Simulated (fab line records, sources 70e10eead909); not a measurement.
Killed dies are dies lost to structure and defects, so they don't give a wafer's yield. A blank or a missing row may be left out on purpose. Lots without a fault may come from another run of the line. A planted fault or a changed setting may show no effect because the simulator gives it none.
One fault seen from 2 desks | flow nand_harc | each desk has only its own numbers; what lay behind them comes last

THE METROLOGY DESK
What the gauges read, lot by lot, whatever tool the lot ran on: means of the sampled wafers that have a number. A lot is out of limits, marked OUT, if its mean lies more than 4 standard deviations from the usual mean; the brackets give that distance.
Columns: A = cd_nm at NHARC_A_SLIT_CD_MEAS_09, usual 299.7 nm
lot  | first seen here | A
L973 | day 20 01:45    | 299.1
L974 | day 20 03:21    | 300.0
L976 | day 20 22:31    | 299.4
L978 | day 22 01:30    | 300.1
L979 | day 22 02:10    | 299.7
L982 | day 23 11:01    | 299.6
L981 | day 23 23:25    | 299.9
L980 | day 23 23:34    | 300.0
L983 | day 24 11:58    | 299.1
L989 | day 26 18:40    | 299.8
L991 | day 27 09:29    | 300.2
L990 | day 27 09:39    | 299.7
L993 | day 28 12:48    | 300.1
L994 | day 28 13:52    | 299.4
This desk's finding: nothing out of limits on any of the 14 lots.

THE TOOL OWNER'S DESK: rie_metal-02
The tool's own readings at NHARC_A_WL_FILL_ETCHBACK_05 (etches the open film in Cl2/BCl3, target depth 22 nm, time 60 s): means of the sampled wafers that have a number, for each lot that ran on this tool. A lot is out of limits, marked OUT, if its mean lies more than 4 standard deviations from the usual mean; the brackets give that distance.
Columns: A = drypump_motor_current_A at NHARC_A_WL_FILL_ETCHBACK_05, usual 5.67 A; B = oes_product_au at NHARC_A_WL_FILL_ETCHBACK_05, usual 1.001 a.u.
lot  | first seen here | A    | B
L973 | day 20 16:33    | 5.32 | 1.003
L974 | day 20 21:19    | 5.10 | 1.004
L978 | day 22 16:20    | 5.33 | 1.006
L982 | day 24 01:41    | 5.43 | 1.177 (+19) OUT
L981 | day 24 19:09    | 5.31 | 1.120 (+13) OUT
L983 | day 25 03:02    | 5.72 | 1.177 (+19) OUT
L991 | day 28 00:07    | 5.33 | 0.996
This desk's finding: out of limits on L981, L982, L983; first on L982, day 24 01:41 (oes_product_au at NHARC_A_WL_FILL_ETCHBACK_05). In limits: L973, L974, L978, L991.

PUT TOGETHER
The tool owner's desk could have raised an alarm at day 24 01:41, on L981, L982, L983.
The metrology desk saw nothing out of limits.
The metrology desk has L981, L982, L983 on record, within its limits.
Of the lots named, all ran NHARC_A_WL_FILL_ETCHBACK_05 on rie_metal-02.

WHAT THE SIMULATOR HAD PUT IN
Process parameter drift: rie_metal-02, from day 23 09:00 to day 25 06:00, at NHARC_A_WL_FILL_ETCHBACK_05. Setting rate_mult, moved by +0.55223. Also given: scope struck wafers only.
Lots struck among those shown: L981, L982, L983.
Hours from the fault's start to each desk's first reading out of limits: the tool owner's desk, 17.
